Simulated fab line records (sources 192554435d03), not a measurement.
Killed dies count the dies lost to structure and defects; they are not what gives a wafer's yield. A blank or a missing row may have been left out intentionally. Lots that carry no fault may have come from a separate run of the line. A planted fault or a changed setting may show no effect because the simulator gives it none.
Which tool was responsible? :: flow n5_finfet :: 12 lots, 36 wafers sampled, at 1 step of a route of 1938

## WHAT THE GAUGES SHOWED, per wafer
N5_MOL_CONTACT_COAG_CD_MEAS_99 targets a cd of 17.2 nm.
lot: L075
measured: day 4 19:53
on: cd_sem-01
cd_nm (nm): 17.5 17.1 17.8

lot: L077
measured: day 5 11:44
on: cd_sem-02
cd_nm (nm): 17.3 17.3 17.0

lot: L079
measured: day 5 21:04
on: cd_sem-02
cd_nm (nm): 17.2 17.1 16.5

lot: L081
measured: day 6 08:17
on: cd_sem-02
cd_nm (nm): 16.7 17.7 17.3

lot: L083
measured: day 6 20:29
on: cd_sem-01
cd_nm (nm): 17.2 17.6 17.0

lot: L085
measured: day 7 15:31
on: cd_sem-02
cd_nm (nm): 16.9 17.2 16.9

lot: L087
measured: day 8 19:11
on: cd_sem-02
cd_nm (nm): 16.7 17.2 17.1

lot: L089
measured: day 8 22:46
on: cd_sem-03
cd_nm (nm): 16.8 16.6 16.5

lot: L091
measured: day 9 04:43
on: cd_sem-02
cd_nm (nm): 16.6 16.5 16.7

lot: L093
measured: day 9 13:07
on: cd_sem-03
cd_nm (nm): 16.7 17.4 16.6

lot: L095
measured: day 10 09:04
on: cd_sem-01
cd_nm (nm): 16.8 17.2 17.0

lot: L097
measured: day 10 18:29
on: cd_sem-01
cd_nm (nm): 16.9 18.1 17.5

## EACH LOT AND THE TOOL THAT RAN IT (in order: tool; ch and the chambers of the sampled wafers; start)
No process step before these readings appears in the record.

## THE ANSWER, worked out from the rows above alone
Rule: the lots themselves supply what counts as usual. Put in order of their means at a reading, lots are off if they are a third of the lots or fewer, leave a main group of 4 or more, and stand apart from it by a gap of 3 or more times the standard deviation of the main group's means; of several such gaps the widest counts. The tables above print the reading to a certain number of digits; a main group whose means all agree to those digits is not used. A lot without any number at a reading at which 4 lots or more have one is off too. Any other lot the step has rows for is counted as sound.
No lot is off on any of the readings shown, so nothing can be concluded from this.

## WHAT THE SIMULATOR PUT IN
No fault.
